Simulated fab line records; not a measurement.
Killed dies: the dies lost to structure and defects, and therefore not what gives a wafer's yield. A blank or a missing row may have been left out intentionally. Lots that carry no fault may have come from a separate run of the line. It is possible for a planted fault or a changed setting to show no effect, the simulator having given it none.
Code-filled problem report in 8D (eight disciplines) form / flow nandHarc / the parts of the form that need people (team, actions taken, sign-off) are left out

## 1. THE ISSUE
oesProductAu at NHARC_A_WL_FILL_ETCHBACK_04 reads a mean of 0.827 a.u. on 6 wafers of 2 lots; wafers without a fault read 1.003 a.u. with a standard deviation of 0.0091. Measured from the usual mean, that is -19 standard deviations.
The step: etches the open film in NF3, target depth 60 nm, time 120 s.
Earliest sighting: wafer L939.2 on rieMetal-01 at day 23 08:22. The record holds 36 wafers of 12 lots with a number at this step. Rule for "out" (also "out of limits"): further than 4 standard deviations from the usual mean. The rest of the wafers with a number are treated as sound.

## 2. WHAT IT IS; WHAT IT IS NOT
question=which readings at this step | is=oesProductAu | is not=drypumpMotorCurrentA
question=which lots | is=L939, L940 | is not=L934, L936, L948, L949, L950, L951, L952, L953, L955, L956
question=which wafers of those lots | is=all that have a number | is not=-
question=read on which tools | is=rieMetal-01 | is not=rieMetal-02, rieMetal-03
question=when | is=from day 23 08:22 | is not=up to then (6 sound wafers); but 24 sound wafers of L948, L949, L950, L951, L952, L953, L955, L956 came after

## 3. THE SUSPECTS, EACH WITH WHAT RULES IT OUT
Counting: a tool stays on the suspect list if, at a process step up to the reading, it processed all lots that are out and no sound lot following the first of them.
- rtpAnneal-02 at NHARC_A_WL_FILL_RTA_01 (time 5 s): ruled out as a lasting fault. Sound lots L950, L952, L955 ran on it after its first lot that is out, L939 (day 23 07:20).
- rieMetal-01 at NHARC_A_WL_FILL_ETCHBACK_04 (etches the open film in NF3, target depth 60 nm, time 120 s): ruled out as a lasting fault. Sound lots L951, L956 ran on it after its first lot that is out, L939 (day 23 08:22).
Left after counting: nothing in the record.

## 4. THE CAUSE (what the simulator had put in)
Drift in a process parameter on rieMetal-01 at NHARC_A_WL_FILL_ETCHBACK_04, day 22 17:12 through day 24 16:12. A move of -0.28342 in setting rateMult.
Counting ruled it out, wrongly.

## 5. SEQUENCE OF EFFECTS, ordered by route
Each row: a reading where the mean over the struck wafers with a number is more than 3 standard deviations away from the usual. Scope: only readings with a usual standard deviation given in the record; hours: median across lots of the time from each lot's start at the first step in this table that gives one to its start at this step; sigmas: change in usual standard deviations.
hours=0; step=NHARC_A_WL_FILL_ETCHBACK_04; reading=oesProductAu; usual=1.003 a.u.; on struck wafers=0.827; change=-0.176; sigmas=-19
Its process steps:
- NHARC_A_WL_FILL_ETCHBACK_04: etches the open film in NF3, target depth 60 nm, time 120 s.
Later measuring or inspecting steps at which every struck wafer that the step has a row for has a number for every such reading, and none has moved that far: NHARC_END_SORT_01.

## 6. WHAT WOULD HAVE CAUGHT IT SOONER
First out-of-limits reading in this record: day 23 08:22, which is 15 hours after fault onset at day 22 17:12.
